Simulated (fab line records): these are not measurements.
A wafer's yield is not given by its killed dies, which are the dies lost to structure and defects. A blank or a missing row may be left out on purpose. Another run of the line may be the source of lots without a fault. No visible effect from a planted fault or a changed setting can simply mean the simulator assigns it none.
Struck lot and sound lot, side by side | flow n5 finfet | 42 steps out of a route of 1938
Sound: the wafers L901.1, L901.3, L901.5. Struck: wafer L905.5 (L905.3, L905.4, from the same lot, were not struck and are left out); the cause is given at the end.
Order at every step that has rows: each side's tool, ch and its chambers, its first start. Under that, the readings that differ: sound wafers | struck wafers | difference of the means | sigmas: that difference in standard deviations of wafers without a fault.
alike: a reading whose means differ by less than 2 such deviations, as well as words and numbers matching on both sides. not compared: withheld readings; readings where some wafer has no value; bounds like >300 that might hide an equal value; numbers whose values overlap and for which the record gives no deviation.
The two part at a step that has a row with sigmas, a row that says differs or no value, or rows on one side only. Numbers that don't overlap but have no deviation are shown without sigmas and don't part them. A reading that every wafer of one side lacks parts them only if that side has two wafers or more.

first, 9 steps without rows for these wafers: N5_BEOL_M4_ANNEAL_95 (time 240 s); N5_BEOL_M4_SPUTTER_96 (material Cu, target thk 4.5 nm, time 8.29 s); N5_BEOL_M4_ECD_50 (material Cu, target thk 300 nm); N5_BEOL_M4_ANNEAL_51 (time 90 s); N5_BEOL_M4_CMP_52 (polishes, stops on SiOC, t overpolish 6.8 s, target thk 40 nm); N5_BEOL_M4_PRE_CLEAN_60 (time 15 s); N5_BEOL_M4_CO_CAP_55 (material Co, precursor CCTBA/H2, target thk 2 nm, time 102.1 s); N5_BEOL_M4_PRE_CLEAN_56 (time 15 s); N5_BEOL_M4_DEP_57 (deposits SiCN from 3MS/NH3, target thk 8 nm, time 14 s).
N5_BEOL_M4_RC_MEAS_101:
  sound on prober-02 ch 0, day 8 20:25; struck on prober-01 ch 0, day 9 12:52
  reading       | sound          | struck | difference | sigmas
  ION_N (uA/um) | 691 682 676    | 659    | -24        | -2
  SS_N (mV/dec) | 72.4 71.5 72.0 | 70.6   | -1.4       | -2
  SS_P (mV/dec) | 74.2 74.2 73.9 | 72.5   | -1.6       | -2
  alike: DIBL_N, DIBL_P, IOFF_N, IOFF_P, ION_P, VT_N, VT_P
then, 24 steps without rows for these wafers: N5_BEOL_M5_ILD_DEP_00 (deposits SiCOH lowk from DEMS/porogen, target thk 140.64 nm, time 25.9 s); N5_BEOL_M5_CURE_79 (cures SiCOH lowk, time 240 s); N5_BEOL_M5_PECVD_70 (deposits SiO2 from TEOS/O2, target thk 16 nm, time 18 s); N5_BEOL_M5_HM_DEP_02 (deposits TiN, target thk 20 nm); N5_BEOL_M5_COAT_59 (time 60 s, resist thk 60 nm); N5_BEOL_M5_COAT_60 (time 60 s, resist thk 12 nm); N5_BEOL_M5_COAT_71 (time 60 s, resist thk 5 nm); N5_BEOL_M5_COAT_05 (resist thk 30 nm); N5_BEOL_M5_EBR_07; N5_BEOL_M5_SOFTBAKE_06 (time 60 s); N5_BEOL_M5_EXPOSE_08 (exposes mask M5, target cd 28 nm); N5_BEOL_M5_PEB_09 (peb time 60 s); N5_BEOL_M5_DEVELOP_10 (develop time 30 s); N5_BEOL_M5_DESCUM_16 (chemistry O2, time 7 s); N5_BEOL_M5_ETCH_72 (etches underlayer in N2/H2, target depth 6.5 nm, time 5.2 s); N5_BEOL_M5_ETCH_61 (etches SiARC in CF4, target depth 15.6 nm, time 26 s); N5_BEOL_M5_ETCH_62 (etches SOC in N2/H2, target depth 75 nm, overetch 15 nm, time 112.5 s); N5_BEOL_M5_STRIP_63 (strips in N2/H2); N5_BEOL_M5_STRIP_73 (strips in N2/H2); N5_BEOL_M5_STRIP_64 (strips in CF4); N5_BEOL_M5_HM_OPEN_17 (chemistry Cl2/BCl3, target TiN, target depth 20 nm, overetch 6 nm); N5_BEOL_M5_STRIP_19 (strips in O2); N5_BEOL_M5_COAT_65 (time 60 s, resist thk 60 nm); N5_BEOL_M5_COAT_66 (time 60 s, resist thk 12 nm).
N5_BEOL_M6_HM_DEP_02: deposits TiN, target thk 20 nm.
  sound on pvd sputter-01, day 9 11:07; struck on pvd sputter-01, day 10 03:11
  reading                                    | sound      | struck | difference | sigmas
  model.TiN_of_BEOL_M6_HM_DEP_02.thk nm (nm) | 20 20 20.2 | 29.8   | +9.7       |
  alike: throttle valve pct
N5_BEOL_M6_HM_OPEN_17: chemistry Cl2/BCl3, target TiN, target depth 20 nm, overetch 6 nm.
  sound on rie metal-03 ch 1, day 9 12:01; struck on rie metal-03 ch 1, day 10 04:19
  reading                  | sound             | struck | difference | sigmas
  model.etch.depth nm (nm) | 19.99 20.01 20.11 | 25.91  | +5.87      |
  alike: drypump motor current A, oes product au, throttle valve pct
  not compared: rf hours counter h
N5_BEOL_M6_VIA_ETCH_34: etches SiCOH lowk in C4F6/O2, target depth 126.3 nm, time 50.9 s.
  sound on rie diel-01 ch 0,2,3, day 9 13:04; struck on rie diel-02 ch 2, day 10 06:21
  reading                         | sound          | struck | difference | sigmas
  oes product au (a.u.)           | 0.84 0.86 0.71 | 0.30   | -0.50      | -5
  rf vpp V (V)                    | 657 683 678    | 642    | -31        | -3
  showerhead plenum p Torr (Torr) | 2.99 3.03 2.83 | 2.69   | -0.26      | -3
  alike: C4F6_flow_sccm, O2_flow_sccm, drypump motor current A, throttle valve pct
  not compared: rf hours counter h
N5_BEOL_M6_TRENCH_ETCH_37: etches SiCOH lowk in C4F6/O2, target depth 94.435 nm, time 31.5 s.
  sound: rie diel-01 ch 0,2,3; struck: rie diel-02 ch 2
  reading                                    | sound               | struck | difference | sigmas
  O2_flow_sccm (sccm)                        | 10.004 9.951 10.054 | 9.934  | -0.069     | -2
  rf vpp V (V)                               | 658 684 679         | 640    | -34        | -3
  showerhead plenum p Torr (Torr)            | 2.99 3.03 2.83      | 2.69   | -0.26      | -3
  throttle valve pct (%)                     | 20.60 20.89 21.05   | 21.20  | +0.35      | +2
  model.TiN_of_BEOL_M6_HM_DEP_02.thk nm (nm) | 17.2 17.2 17.4      | 27.2   | +9.9       |
  alike: C4F6_flow_sccm, drypump motor current A, oes product au
  not compared: rf hours counter h
N5_BEOL_M6_OCD_MEAS_38:
  sound on ocd-01, day 9 13:19; struck on ocd-01, day 10 06:36
  reading              | sound          | struck | difference | sigmas
  trench depth nm (nm) | 95.2 94.9 90.9 | 8.5    | -85.2      | -47
N5_BEOL_M6_CD_MEAS_35: target cd 40 nm, target cd y 28 nm.
  sound on cd sem-02, day 9 13:28; struck on cd sem-01, day 10 06:46
  not compared: cd nm
N5_BEOL_M6_THK_MEAS_53: measures by xrf.
  sound on film metro-02, day 9 15:35; struck on film metro-01, day 10 09:01
  not compared: M6_THK
-- the record jumps here: 3 days lie between the struck wafers' starts before and after (it left off in module BEOL_M6 and takes up again in module PASSIVATION, whose first step shown is number 1936 of the route) --
N5_PASSIVATION_PROBE_49:
  sound on prober-01, day 13 04:36; struck on prober-01, day 13 20:10
  reading                  | sound          | struck | difference | sigmas
  defect limited yield (%) | 91.0 92.7 92.7 | 6.7    | -85.4      | -61
  killed_at_M4_up          | 11 12 4        | 994    | +985       | +99 or more
  killed dies              | 106 86 86      | 1101   | +1008      | +59
  killed on rim            | 15 14 19       | 145    | +129       | +33
  sort_bin_5_function (%)  | 5.8 3.9 3.5    | 89.8   | +85.4      | +87
  sort n pass              | 1074 1094 1094 | 79     | -1008      | -59
  sort yield pct (%)       | 91.0 92.7 92.7 | 6.7    | -85.4      | -61
  alike: killed_at_M0_to_M3, killed at contacts, killed at front end, killed at other, killed open, killed short, sort_bin_6_memory

WHERE THEY PART
At N5_BEOL_M4_RC_MEAS_101 first; at N5_PASSIVATION_PROBE_49 last (within this record only).

WHY: whatever the simulator had introduced
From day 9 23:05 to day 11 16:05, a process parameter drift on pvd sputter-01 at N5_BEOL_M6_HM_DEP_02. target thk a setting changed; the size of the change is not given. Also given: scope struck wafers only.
